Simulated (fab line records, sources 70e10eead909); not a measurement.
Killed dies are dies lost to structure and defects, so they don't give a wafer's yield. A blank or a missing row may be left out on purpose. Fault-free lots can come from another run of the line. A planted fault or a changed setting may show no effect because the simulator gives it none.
Chamber matching ; flow nand_harc ; NHARC_P_M1_CMP_23 on cmp-01: 4 sister chambers
The step polishes, t overpolish 20 s, target thk 157.82 nm. 8 wafers are shown with their chamber, then 8 later ones without.

## EACH WAFER AND ITS CHAMBER
wafer;chamber;motor_current_A (A);time_to_endpoint_s (s)
L075.2;2;13.0;29.5
L076.6;0;11.8;25.2
L082.1;2;12.4;28.2
L082.4;0;11.5;28.3
L086.2;3;11.8;27.3
L086.3;1;14.7;26.8
L086.5;3;12.0;25.1
L089.1;1;14.9;26.9

## WAFERS WITH NO CHAMBER GIVEN
wafer;motor_current_A (A);time_to_endpoint_s (s)
L089.3;12.1;30.9
L089.4;11.2;25.9
L091.4;10.9;27.3
L091.5;12.2;22.4
L091.6;11.2;26.3
L097.1;15.1;28.6
L097.3;10.9;25.5
L097.6;12.6;31.1

## THE CHAMBER EACH PASSED THROUGH
wafer;from the rows above;in truth
L089.3;can't be placed: 2 or 3 or 0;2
L089.4;can't be placed: 0 or 3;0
L091.4;can't be placed: 0 or 3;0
L091.5;can't be placed: 3 or 0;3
L091.6;can't be placed: 0 or 3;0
L097.1;1;1
L097.3;can't be placed: 0 or 3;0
L097.6;2;2
2 of 8 placed correctly. These rows do not allow placing 6 (true chamber among the candidates in 6). Placed wrongly: 0.
How it was worked out, from the rows above alone: a wafer's distance from a chamber is the root of the sum, over the readings, of the square of ((its reading less the chamber's mean) divided by the reading's scatter). The wafer belongs to the nearest chamber; if the next one is less than 2 further off, it can't be placed. For every chamber, the mean is computed from those of its wafers that are shown. How the scatter is found: for the shown wafers, subtract from each reading the mean of its chamber, square and add these, divide the total by (wafers less chambers), then take the root.
